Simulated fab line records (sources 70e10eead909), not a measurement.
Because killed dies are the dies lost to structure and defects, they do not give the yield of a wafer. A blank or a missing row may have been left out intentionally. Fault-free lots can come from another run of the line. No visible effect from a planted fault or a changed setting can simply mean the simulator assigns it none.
Matching of chambers	flow nandHarc	NHARC_A_ZERO_WELL_ETCH_19 on rieDiel-09: 4 sister chambers
The step etches the open film in N2/H2, target depth 80 nm, overetch 24 nm, time 87.88 s. 8 wafers are shown with their chamber, then 8 later ones without.

== WAFERS PAIRED WITH THEIR CHAMBERS ==
wafer	chamber	showerheadPlenumPTorr (Torr)	drypumpMotorCurrentA (A)
L825.3	0	1.94	5.86
L829.4	3	1.90	5.50
L833.5	1	2.07	6.21
L833.6	2	1.97	6.10
L841.1	1	2.07	6.21
L841.2	0	1.94	5.89
L841.3	3	1.89	5.48
L842.4	2	1.97	6.11

== WAFERS WITH NO CHAMBER GIVEN ==
wafer	showerheadPlenumPTorr (Torr)	drypumpMotorCurrentA (A)
L842.5	1.97	6.10
L842.6	1.89	5.51
L844.2	1.94	5.89
L844.3	1.89	5.47
L844.5	1.97	6.11
L843.2	1.94	5.85
L843.3	2.07	6.22
L843.6	1.89	5.49

== WHICH CHAMBER EACH WENT THROUGH ==
wafer	from the rows above	in truth
L842.5	2	2
L842.6	3	3
L844.2	0	0
L844.3	3	3
L844.5	2	2
L843.2	0	0
L843.3	1	1
L843.6	3	3
Correctly placed: 8 of 8. From these rows, 0 cannot be placed. Placed wrongly: 0.
How it was worked out, from the rows above alone: a wafer's distance from a chamber is the root of the sum, over the readings, of the square of ((its reading less the chamber's mean) divided by the reading's scatter). The wafer belongs to the nearest chamber; if the next one is less than 2 further off, it can't be placed. For every chamber, the mean is computed from those of its wafers that are shown. The scatter: take each reading less its chamber's mean, square it, sum over the shown wafers, divide by the number of wafers less the number of chambers, and take the root.
